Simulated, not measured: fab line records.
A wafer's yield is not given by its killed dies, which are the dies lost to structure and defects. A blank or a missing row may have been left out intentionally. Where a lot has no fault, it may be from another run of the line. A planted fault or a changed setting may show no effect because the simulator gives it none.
fab line records	flow n5-finfet
record lots=9	wafers=24	last-day=18
route steps=1938 shown SD_EPI_P@329 SDB@360 DUMMY_REMOVAL@377 BEOL_M4@1111 PASSIVATION@1936
lots untouched by any fault: they come from a run of this same line in which no faults occurred
start-h: start of the lot's first displayed wafer, in hours after the record's first day	wait-h: hours from the lot's prior step to this one	" the same as in the row above	L1.1+2: a single row standing in for several wafers	- no value present, or no start provided	* or withheld: withheld	< > ~ a bound
route shown NAME@n: names a module that has steps shown in the file, with the first one's number in the route	usual: mean/standard deviation of fault-free wafers	same: alike in all rows	chamber/n: place in a boat	sites: readings site by site	_std_site: standard deviation across them	_edge_site: mean of outer sites minus mean of inner sites	radius-mm: for every site, how far away it sits from the centre of the wafer	mask NAME#n: copy n	behind: tool/chamber where the wafer was last shaped	hold: why the lot went on hold/how many hours it stayed there/how the hold came to an end	device: whichever transistor did not switch (one of n, p or np)	end of line: tests run on the same wafers once the route is complete	a step with no rows: only its recipe	killed: dies that structure and defects cost at the first sort, which is not the same as the wafer's yield	map: per-die view of a wafer (x killed, . not killed, _ where there is no die)
set.NAME: the run value of the setting; set.NAME@STEP: its run value at that earlier step	model.NAME: the simulator's own value behind a step, which no gauge read
the route's steps for a sample of lots (tables are steps, rows are wafers)
services: from which hour (start-h, from the record's first day; less than 0 if before it) a tool's chamber was out of use, for how many hours, and why
## steps
# step N5_SD_EPI_P_INSPECT_26
# recipe inspect-instrument=darkfield	mode=post-epi
# usual raw-defect-count=179/35
lot.wafer	tool	chamber	start-h	wait-h	raw-defect-count
L662.2	defect-inspect-01	-	71.08	0.0	176
L662.3	"	-	"	"	230
L665.3	defect-inspect-02	-	88.46	0.0	185
L665.4	"	-	"	"	194
L665.6	"	-	"	"	237
L670.2	defect-inspect-02	-	119.18	0.0	140
L670.4	"	-	"	"	149
L670.6	"	-	"	"	117
L671.1	defect-inspect-02	-	121.71	0.0	207
L671.2	"	-	"	"	161
L671.6	"	-	"	"	197
L672.2	defect-inspect-02	-	132.09	0.0	208
L672.5	"	-	"	"	202
L672.6	"	-	"	"	160
L673.2	defect-inspect-02	-	136.84	0.0	249
L673.3	"	-	"	"	157
L673.6	"	-	"	"	280
L680.3	defect-inspect-02	-	176.65	0.0	202
L680.5	"	-	"	"	154
L681.2	defect-inspect-01	-	181.54	0.0	161
L681.4	"	-	"	"	153
L682.4	defect-inspect-01	-	194.65	0.0	200
L682.5	"	-	"	"	223
L682.6	"	-	"	"	260
# step N5_SDB_ETCH_17
# recipe chemistry=CF4	target=SiARC	target-depth-a=234	mask-material=CAR-ArF	time-s=39	ion-energy-ev=80	pressure-mtorr=40	source-w=545	bias-w=36	Ar_flow_sccm=100	cf4-flow-sccm=100	ends=cleared
# usual bias-w=36.01/0.1	cf4-flow-sccm=99.98/0.29	drypump-motor-current-A=5.7/0.43	etch-rf-on-time-s=38.8/1.1	oes-product-au=0.66/0.084	rf-vpp-V=184.5/1.2	showerhead-plenum-p-Torr=2.18/0.056	throttle-valve-pct=15.68/0.23
lot.wafer	tool	chamber	start-h	wait-h	bias-w	cf4-flow-sccm	drypump-motor-current-A	etch-rf-on-time-s	oes-product-au	rf-hours-counter-h	rf-vpp-V	showerhead-plenum-p-Torr	throttle-valve-pct
L662.2	rie-diel-04	3	80.18	0.0	35.90	99.72	5.4	37.2	0.64	197	184.4	2.13	15.88
L662.3	"	1	"	"	36.00	99.99	5.4	39.3	0.62	197	184.5	2.21	15.67
L665.3	rie-diel-06	0	96.31	0.0	36.12	100.05	5.3	40.4	0.59	176	183.0	2.07	15.78
L665.4	"	3	"	"	35.89	100.50	5.7	37.8	0.59	246	184.9	2.19	15.68
L665.6	"	2	"	"	35.99	100.43	6.4	38.6	0.60	-	183.2	2.18	15.71
L670.2	rie-diel-06	1	126.83	0.0	-	-	-	-	-	-	-	-	-
L670.4	"	2	"	"	-	-	-	-	-	-	-	-	-
L670.6	"	0	"	"	-	-	-	-	-	-	-	-	-
L671.1	rie-diel-05	2	130.25	0.0	-	-	-	-	-	-	-	-	-
L671.2	"	1	"	"	-	-	-	-	-	-	-	-	-
L671.6	"	3	"	"	-	-	-	-	-	-	-	-	-
L672.2	rie-diel-04	2	139.83	0.0	-	-	-	-	-	-	-	-	-
L672.5	"	0	"	"	-	-	-	-	-	-	-	-	-
L672.6	"	1	"	"	-	-	-	-	-	-	-	-	-
L673.2	rie-diel-05	1	145.00	0.0	36.12	99.64	6.1	38.3	0.77	27	184.3	2.19	15.25
L673.3	"	0	"	"	36.09	99.70	5.4	40.9	0.80	1	183.5	2.10	15.37
L673.6	"	3	"	"	35.95	100.10	6.1	39.8	0.59	-	184.1	2.11	15.83
L680.3	rie-diel-06	3	184.33	0.0	36.02	99.87	5.7	38.2	0.76	24	185.6	2.18	15.27
L680.5	"	2	"	"	36.11	100.12	6.4	39.1	0.81	-	184.1	2.17	15.28
L681.2	rie-diel-04	1	189.28	0.0	36.05	99.81	5.4	39.0	0.61	235	184.6	2.19	15.77
L681.4	"	0	"	"	36.01	99.77	5.3	38.7	0.59	247	183.5	2.19	15.99
L682.4	rie-diel-06	2	202.66	0.0	35.96	99.60	6.4	39.2	0.79	22	182.9	2.17	15.28
L682.5	"	1	"	"	35.76	100.04	6.5	36.8	0.84	-	184.1	2.21	15.28
L682.6	"	0	"	"	35.92	100.01	5.3	40.3	0.57	-	183.2	2.06	15.85
# step N5_SDB_ETCH_18
# recipe chemistry=N2/H2	target=SOC	target-depth-a=1000	overetch-a=200	mask-material=SiARC	temp-c=40	time-s=150	ion-energy-ev=200	pressure-mtorr=30	source-w=840	bias-w=150	n2-flow-sccm=200	h2-flow-sccm=200
# usual bias-w=150.0/0.46	chamber-pressure-mTorr=30.01/0.03	drypump-motor-current-A=5.7/0.43	oes-product-au=0.69/0.082	rf-vpp-V=524.8/2.2	showerhead-plenum-p-Torr=2.58/0.079	throttle-valve-pct=17.84/0.27
lot.wafer	tool	chamber	start-h	wait-h	bias-w	chamber-pressure-mTorr	drypump-motor-current-A	oes-product-au	rf-hours-counter-h	rf-vpp-V	showerhead-plenum-p-Torr	throttle-valve-pct
L662.2	rie-diel-04	3	80.22	0.0	150.4	30.00	5.4	0.66	197	523.3	2.51	17.92
L662.3	"	1	"	"	149.8	29.97	5.4	0.66	198	526.2	2.65	18.16
L665.3	rie-diel-06	0	96.35	0.0	149.8	29.99	5.3	0.64	176	520.1	2.41	17.75
L665.4	"	3	"	"	150.0	29.97	5.7	0.61	246	525.7	2.62	17.84
L665.6	"	2	"	"	150.1	30.04	6.4	0.63	-	525.6	2.59	17.76
L670.2	rie-diel-06	1	126.86	0.0	149.6	29.99	6.5	0.27	234	527.9	2.60	17.64
L670.4	"	2	"	"	150.1	30.01	6.4	0.26	-	526.2	2.59	17.73
L670.6	"	0	"	"	149.6	30.04	5.3	0.26	-	519.8	2.41	17.70
L671.1	rie-diel-05	2	130.29	0.0	149.7	29.99	5.7	0.29	105	527.2	2.69	17.89
L671.2	"	1	"	"	150.7	30.01	6.1	0.34	20	525.8	2.60	17.35
L671.6	"	3	"	"	150.2	30.02	6.1	0.26	-	522.4	2.53	18.09
L672.2	rie-diel-04	2	139.86	0.0	149.4	29.97	5.9	0.30	94	528.5	2.66	17.67
L672.5	"	0	"	"	149.5	30.02	5.3	0.26	-	525.5	2.60	18.02
L672.6	"	1	"	"	149.8	29.99	5.4	0.27	-	526.1	2.64	18.12
L673.2	rie-diel-05	1	145.03	0.0	149.7	29.95	6.1	0.80	27	524.8	2.59	17.39
L673.3	"	0	"	"	149.8	30.01	5.4	0.88	1	522.5	2.52	17.82
L673.6	"	3	"	"	149.4	29.99	6.1	0.63	-	523.7	2.53	18.20
L680.3	rie-diel-06	3	184.37	0.0	149.9	30.04	5.7	0.79	24	526.2	2.60	17.50
L680.5	"	2	"	"	150.1	30.04	6.4	0.84	-	524.0	2.58	17.41
L681.2	rie-diel-04	1	189.32	0.0	151.4	30.05	5.4	0.63	235	527.4	2.63	18.21
L681.4	"	0	"	"	150.1	29.97	5.3	0.61	247	525.6	2.59	18.11
L682.4	rie-diel-06	2	202.70	0.0	150.5	29.97	6.4	0.83	22	525.1	2.58	17.42
L682.5	"	1	"	"	149.5	30.00	6.5	0.85	-	525.9	2.59	17.30
L682.6	"	0	"	"	149.7	30.00	5.3	0.61	-	520.7	2.39	17.79
# step N5_SDB_ETCH_25
# recipe chemistry=C4F6/O2	target=SiO2	target-depth-a=100	time-s=3.3	ion-energy-ev=250	mask-material=SiNx	pressure-mtorr=30	source-w=345	bias-w=185	Ar_flow_sccm=300	C4F6_flow_sccm=10	O2_flow_sccm=10
# usual C4F6_flow_sccm=10.005/0.027	O2_flow_sccm=10.004/0.03	drypump-motor-current-A=5.8/0.42	oes-product-au=0.78/0.11	rf-vpp-V=669/28	showerhead-plenum-p-Torr=2.87/0.069	throttle-valve-pct=21.15/0.25
lot.wafer	tool	chamber	start-h	wait-h	C4F6_flow_sccm	O2_flow_sccm	drypump-motor-current-A	oes-product-au	rf-hours-counter-h	rf-vpp-V	showerhead-plenum-p-Torr	throttle-valve-pct
L662.2	rie-diel-05	2	81.00	0.4	10.028	9.992	5.7	0.82	86	690	2.97	21.00
L662.3	"	1	"	"	10.035	9.986	6.1	0.97	4	668	2.92	20.80
L665.3	rie-diel-05	0	96.81	0.0	10.029	10.020	5.4	0.66	240	681	2.81	21.28
L665.4	"	3	"	"	10.026	9.970	6.1	0.70	202	668	2.82	21.25
L665.6	"	0	"	"	10.049	9.974	5.3	0.65	-	680	2.81	21.28
L670.2	rie-diel-05	2	127.76	0.5	10.025	10.009	5.7	0.80	103	690	2.96	21.03
L670.4	"	3	"	"	10.045	9.994	6.2	0.70	-	668	2.81	21.28
L670.6	"	2	"	"	10.016	10.003	5.7	0.80	-	689	2.96	21.03
L671.1	rie-diel-04	3	130.75	0.0	9.949	9.983	5.3	0.73	213	608	2.81	21.36
L671.2	"	1	"	"	10.070	10.044	5.4	0.72	214	658	2.90	21.07
L671.6	"	2	"	"	9.947	10.035	5.9	0.84	-	693	2.98	21.18
L672.2	rie-diel-04	3	140.34	0.0	9.987	10.077	5.4	0.72	217	609	2.81	21.37
L672.5	"	2	"	"	10.024	10.043	5.9	0.83	-	695	2.98	21.21
L672.6	"	3	"	"	9.977	9.979	5.3	0.72	-	611	2.81	21.36
L673.2	rie-diel-06	2	145.72	0.3	10.014	9.962	6.4	1.01	2	704	2.89	20.78
L673.3	"	3	"	"	10.024	9.952	5.7	0.92	10	651	2.89	20.76
L673.6	"	3	"	"	10.018	10.013	5.7	0.92	-	652	2.89	20.74
L680.3	rie-diel-04	3	185.24	0.4	9.962	9.996	5.4	0.71	233	607	2.80	21.38
L680.5	"	3	"	"	9.975	9.985	5.4	0.71	-	609	2.80	21.39
L681.2	rie-diel-04	2	189.82	0.0	9.993	10.009	5.8	0.83	110	693	2.97	21.22
L681.4	"	0	"	"	10.035	9.998	5.3	0.68	247	694	2.93	21.62
L682.4	rie-diel-05	3	203.18	0.0	10.041	10.007	6.1	0.68	243	666	2.80	21.32
L682.5	"	3	"	"	10.004	9.990	6.2	0.68	-	666	2.80	21.33
L682.6	"	2	"	"	9.990	9.988	5.7	0.77	-	690	2.95	21.10
# step N5_DUMMY_REMOVAL_HM_STRIP_01
# recipe chemistry=CH3F/O2	material=SiNx	target-depth-a=40	stop-on=poly-Si	time-s=6.8	over-etch-frac=0.3	ion-energy-ev=60	power-w=410	bias-w=29	Ar_flow_sccm=150	CH3F_flow_sccm=30	O2_flow_sccm=20
# usual drypump-motor-current-A=6.0/0.41	oes-product-au=0.63/0.071	rf-vpp-V=127.6/1	showerhead-plenum-p-Torr=1.99/0.054	throttle-valve-pct=16.31/0.19
lot.wafer	tool	chamber	start-h	wait-h	drypump-motor-current-A	oes-product-au	rf-hours-counter-h	rf-vpp-V	showerhead-plenum-p-Torr	throttle-valve-pct
L662.2	rie-diel-01	0	84.36	0.0	6.2	0.58	233	127.0	2.06	16.52
L662.3	"	1	"	"	6.0	0.82	1	127.4	1.96	16.25
L665.3	rie-diel-03	3	100.17	0.0	6.4	0.58	184	128.4	2.06	16.29
L665.4	"	1	"	"	5.9	0.56	238	126.6	1.96	16.48
L665.6	"	3	"	"	6.4	0.59	-	127.0	2.06	16.31
L673.2	rie-diel-01	3	149.41	0.1	5.9	0.58	192	128.6	1.99	16.43
L673.3	"	2	"	"	6.0	0.59	153	128.7	2.07	16.47
L673.6	"	1	"	"	6.0	0.75	-	127.5	1.96	16.27
L680.3	rie-diel-02	3	188.66	0.1	5.8	0.61	183	124.6	1.90	16.10
L680.5	"	3	"	"	5.9	0.60	-	126.2	1.90	16.11
L681.2	rie-diel-02	2	193.21	0.0	5.7	0.54	247	126.7	1.88	16.71
L681.4	"	0	"	"	6.6	0.69	56	126.7	2.04	15.98
L682.4	rie-diel-02	3	206.56	0.1	5.8	0.60	-	125.4	1.90	16.14
L682.5	"	0	"	"	6.7	0.70	-	127.0	2.04	15.99
L682.6	"	1	"	"	5.7	0.60	-	126.0	1.92	16.79
# step N5_BEOL_M4_RC_MEAS_101
# usual DIBL_N=36.1/2	DIBL_P=36.3/2.5	IOFF_N=0.16/0.037	IOFF_P=0.21/0.039	ION_N=678/15	ION_P=465/8.7	SS_N=71.4/0.7	SS_P=73.3/0.74	VT_N=249/3.6	VT_P=-250.0/2.9
lot.wafer	tool	chamber	start-h	wait-h	DIBL_N[mV/V]	DIBL_P[mV/V]	IOFF_N[nA/um]	IOFF_P[nA/um]	ION_N[uA/um]	ION_P[uA/um]	SS_N[mV/dec]	SS_P[mV/dec]	VT_N[mV]	VT_P[mV]
L662.2	prober-01	0	191.52	0.2	35.7	35.4	0.14	0.17	675	457	70.6	73.0	254	-255.2
L662.3	"	0	"	"	37.6	37.8	0.18	0.22	674	460	72.1	74.7	249	-249.7
L665.3	prober-02	0	198.11	0.3	36.2	37.4	0.16	0.21	679	463	71.7	73.2	249	-253.5
L665.4	"	0	"	"	34.6	35.8	0.13	0.18	671	466	71.1	72.5	256	-253.8
L665.6	"	0	"	"	37.3	39.0	0.19	0.23	688	467	72.2	74.0	250	-251.7
L673.2	prober-02	0	275.26	0.2	38.2	39.3	0.20	0.22	691	468	72.0	73.3	247	-249.6
L673.3	"	0	"	"	39.7	41.3	0.26	0.26	715	482	72.2	74.2	241	-246.2
L673.6	"	0	"	"	39.1	40.2	0.21	0.24	680	459	72.0	74.2	245	-248.8
L681.2	prober-02	0	306.21	0.2	38.5	39.9	0.21	0.22	685	455	72.0	74.3	248	-252.6
L681.4	"	0	"	"	35.2	34.9	0.15	0.16	671	451	70.6	72.9	252	-256.1
L680.3	prober-02	0	318.94	0.3	35.6	35.0	0.15	0.20	675	466	71.8	73.3	250	-247.7
L680.5	"	0	"	"	33.9	33.2	0.13	0.20	679	471	70.7	73.0	252	-248.3
L682.4	prober-01	0	325.44	0.5	39.8	41.0	0.25	0.31	702	476	72.3	74.4	242	-245.9
L682.5	"	0	"	"	36.3	37.9	0.17	0.25	687	474	71.1	74.2	246	-244.9
L682.6	"	0	"	"	37.8	38.1	0.21	0.24	689	460	72.4	74.1	244	-248.1
# step N5_PASSIVATION_PROBE_49
# usual defect-limited-yield=91.1/1.3	killed_at_M0_to_M3=32/9.7	killed_at_M4_up=16/6	killed-at-contacts=12/5.9	killed-at-front-end=41/11	killed-at-other=4/3.1	killed-dies=104/16	killed-on-rim=14/4	killed-open=68/12	killed-short=34/7.4	sort_bin_5_function=5.1/0.85	sort_bin_6_memory=3.3/0.66	sort-n-pass=1075/16	sort-yield-pct=91.1/1.4
# same gross-dies=1180	killed-at-back-side=0	sort_bin_4_leakage[%]=0	sort_bin_8_speed[%]=0
lot.wafer	tool	chamber	start-h	wait-h	defect-limited-yield[%]	killed_at_M0_to_M3	killed_at_M4_up	killed-at-contacts	killed-at-front-end	killed-at-other	killed-dies	killed-on-rim	killed-open	killed-short	sort_bin_5_function[%]	sort_bin_6_memory[%]	sort-n-pass	sort-yield-pct[%]
L670.2	prober-02	-	346.97	0.1	0	25	11	7	1134	3	1180	152	47	21	96.9	2.9	0	0
L670.4	prober-02	-	347.07	0.2	0	36	12	16	1112	4	1180	152	72	23	96.5	3.0	0	0
L670.6	prober-02	-	347.17	0.3	0	29	15	12	1122	2	1180	152	56	32	97.4	2.3	0	0
L671.1	prober-02	-	365.95	0.0	0	29	18	32	1101	0	1180	152	94	37	95.1	4.6	0	0
L671.2	prober-02	-	366.00	0.1	0	19	14	11	1134	2	1180	152	57	30	96.8	2.9	0	0
L671.6	prober-02	-	366.20	0.3	0	22	14	27	1117	0	1180	152	71	25	96.9	3.1	0	0
L672.2	prober-01	-	367.61	0.1	0	33	11	9	1116	11	1180	152	69	43	96.9	2.6	0	0
L672.5	prober-01	-	367.76	0.2	0	37	18	7	1107	11	1180	152	77	37	96.0	3.5	0	0
L672.6	prober-01	-	367.81	0.3	0	50	17	12	1090	11	1180	152	81	51	95.3	4.4	0	0
L673.2	prober-02	-	376.96	0.1	90.1	39	22	12	42	2	117	14	85	32	5.6	3.8	1063	90.1
L673.3	prober-02	-	377.01	0.1	90.4	37	28	10	35	3	113	14	78	35	5.0	3.8	1067	90.4
L673.6	prober-02	-	377.16	0.3	92.2	25	23	18	26	0	92	11	67	24	4.9	2.5	1088	92.2
# killed by level:class
L670.2 SDB:area-etch=1109 BEOL_M1:geometric-particle:open=8 STI_FIN_REVEAL:geometric-particle:open=5 MOL_CONTACT_COAG:geometric-particle:open=5 BEOL_M0:geometric-particle:open=5 STI_FIN_REVEAL:geometric-particle:short=3 GATE_CUT:geometric-particle:open=3 BEOL_M1:geometric-particle:short=3
L670.4 SDB:area-etch=1083 STI_FIN_REVEAL:geometric-particle:open=16 MOL_CONTACT_COAG:geometric-particle:open=15 BEOL_M0_SAQP:geometric-particle:open=9 BEOL_M0_SAQP:geometric-particle:short=7 BEOL_M3:geometric-particle:open=7 BEOL_M4:geometric-particle:open=5 FIN_SAQP:geometric-particle:short=4
L670.6 SDB:area-etch=1092 MOL_CONTACT_COAG:geometric-particle:open=11 BEOL_M0_SAQP:geometric-particle:short=9 STI_FIN_REVEAL:geometric-particle:open=7 BEOL_M8:geometric-particle:open=7 FIN_SAQP:geometric-particle:short=6 GATE_CUT:geometric-particle:short=6 BEOL_M3:geometric-particle:open=6
L671.1 SDB:area-etch=1045 MOL_CONTACT_COAG:geometric-particle:open=20 FIN_SAQP:geometric-particle:open=14 BEOL_M2:geometric-particle:open=13 MOL_CONTACT_COAG:geometric-particle:short=10 BEOL_M4:geometric-particle:open=10 STI_FIN_REVEAL:geometric-particle:open=7 DUMMY_GATE:geometric-particle:open=7
L671.2 SDB:area-etch=1092 FIN_SAQP:geometric-particle:open=18 MOL_CONTACT_COAG:geometric-particle:open=8 BEOL_M0_SAQP:geometric-particle:open=5 FIN_SAQP:geometric-particle:short=4 STI_FIN_REVEAL:geometric-particle:open=4 DUMMY_GATE:geometric-particle:open=4 BEOL_M1:geometric-particle:open=3
L671.6 SDB:area-etch=1084 MOL_CONTACT_COAG:geometric-particle:open=22 FIN_SAQP:geometric-particle:open=10 STI_FIN_REVEAL:geometric-particle:open=5 MOL_CONTACT_COAG:geometric-particle:short=5 BEOL_M0_SAQP:geometric-particle:open=5 BEOL_M2:geometric-particle:open=5 BEOL_M5:geometric-particle:open=5
L672.2 SDB:area-etch=1068 FIN_SAQP:geometric-particle:short=14 BEOL_M0_SAQP:geometric-particle:open=11 FIN_SAQP:geometric-particle:open=9 GATE_CUT:geometric-particle:open=9 GATE_CUT:geometric-particle:short=6 MOL_CONTACT_COAG:geometric-particle:open=6 BEOL_M0_SAQP:geometric-particle:short=6
L672.5 SDB:area-etch=1065 GATE_CUT:geometric-particle:short=9 FIN_SAQP:geometric-particle:short=8 FIN_SAQP:geometric-particle:open=8 BEOL_M0:geometric-particle:open=8 BEOL_M2:geometric-particle:open=8 MOL_CONTACT_COAG:geometric-particle:open=6 BEOL_M0_SAQP:geometric-particle:open=5
L672.6 SDB:area-etch=1048 FIN_SAQP:geometric-particle:open=10 BEOL_M3:geometric-particle:open=10 GATE_CUT:geometric-particle:short=10 MOL_CONTACT_COAG:geometric-particle:open=9 BEOL_M4:geometric-particle:open=8 BEOL_M0_SAQP:geometric-particle:open=8 BEOL_M0:geometric-particle:open=7
L673.2 BEOL_M4:geometric-particle:open=16 STI_FIN_REVEAL:geometric-particle:open=13 MOL_CONTACT_COAG:geometric-particle:open=10 BEOL_M1:geometric-particle:open=9 BEOL_M0_SAQP:geometric-particle:open=8 DUMMY_GATE:geometric-particle:open=7 FIN_SAQP:geometric-particle:open=6 BEOL_M2:geometric-particle:open=6
L673.3 BEOL_M4:geometric-particle:open=15 STI_FIN_REVEAL:geometric-particle:open=14 BEOL_M1:geometric-particle:open=12 MOL_CONTACT_COAG:geometric-particle:open=7 BEOL_M4:geometric-particle:short=7 BEOL_M3:geometric-particle:open=7 DUMMY_GATE:geometric-particle:open=5 FIN_SAQP:geometric-particle:short=4
L673.6 MOL_CONTACT_COAG:geometric-particle:open=14 BEOL_M4:geometric-particle:open=12 STI_FIN_REVEAL:geometric-particle:open=8 BEOL_M2:geometric-particle:open=8 BEOL_M1:geometric-particle:open=5 BEOL_M3:geometric-particle:open=5 MOL_CONTACT_COAG:geometric-particle:short=4 BEOL_M0_SAQP:geometric-particle:short=4
## services
tool	chamber	start-h	hours	kind
rie-diel-06	3	59.63	11.1	repair
rie-diel-04	1	64.66	7.4	repair
rie-diel-06	0	80.80	5.8	repair
rie-diel-05	1	102.88	4.1	repair
rie-diel-06	3	109.47	-	clean
rie-diel-06	3	109.47	-	consumable-replace:focus-ring
rie-diel-06	3	109.47	17.5	scheduled-down
rie-diel-06	3	109.47	17.5	vent-cycle
rie-diel-02	2	114.71	9.7	repair
rie-diel-06	2	127.08	-	clean
rie-diel-06	2	127.08	-	consumable-replace:focus-ring
rie-diel-06	2	127.08	14.0	scheduled-down
rie-diel-06	2	127.08	14.0	vent-cycle
rie-diel-02	3	159.82	13.2	repair
rie-diel-06	1	163.37	-	clean
rie-diel-06	1	163.37	-	consumable-replace:focus-ring
rie-diel-06	1	163.37	11.2	scheduled-down
rie-diel-06	1	163.37	11.2	vent-cycle
rie-diel-05	0	167.07	5.0	repair
rie-diel-04	2	175.54	3.6	repair
rie-diel-05	1	183.42	12.0	repair
rie-diel-01	-	185.38	2.8	pm
rie-diel-01	1	203.57	9.8	repair
rie-diel-05	-	205.16	0.7	repair
## key
first-sign step=N5_SDB_ETCH_17	reading=tool-record	direction=missing
effect step=N5_SDB_ETCH_18	reading=oes-product-au	direction=down	sigmas=5	usual=0.69	struck=0.28
effect step=N5_PASSIVATION_PROBE_49	reading=sort_bin_5_function	direction=up	sigmas=99+	usual=5.1	struck=96.4
more-kills-born-at N5_SDB_ETCH_17@rie-diel-06=3284	N5_SDB_ETCH_17@rie-diel-05=3221	N5_SDB_ETCH_17@rie-diel-04=3181
met-at N5_SDB_ETCH_17
struck-lots L670,L671,L672
later-rows-left-out L670.2,L670.4,L670.6,L671.1,L671.2,L671.6,L672.2,L672.5,L672.6
not-acting-at N5_SD_EPI_P_INSPECT_26,N5_SDB_ETCH_25,N5_DUMMY_REMOVAL_HM_STRIP_01
onset-between 96.31 126.83
fault kind=skipped-step-whole	tool=rie-diel-04,rie-diel-05,rie-diel-06	chamber=-	onset-h=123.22	steps=N5_SDB_ETCH_17	scope=struck-lots-only
# later-rows-left-out: the simulator's readings of these wafers behind a module that went badly wrong aren't trusted and aren't shown, but for the sort
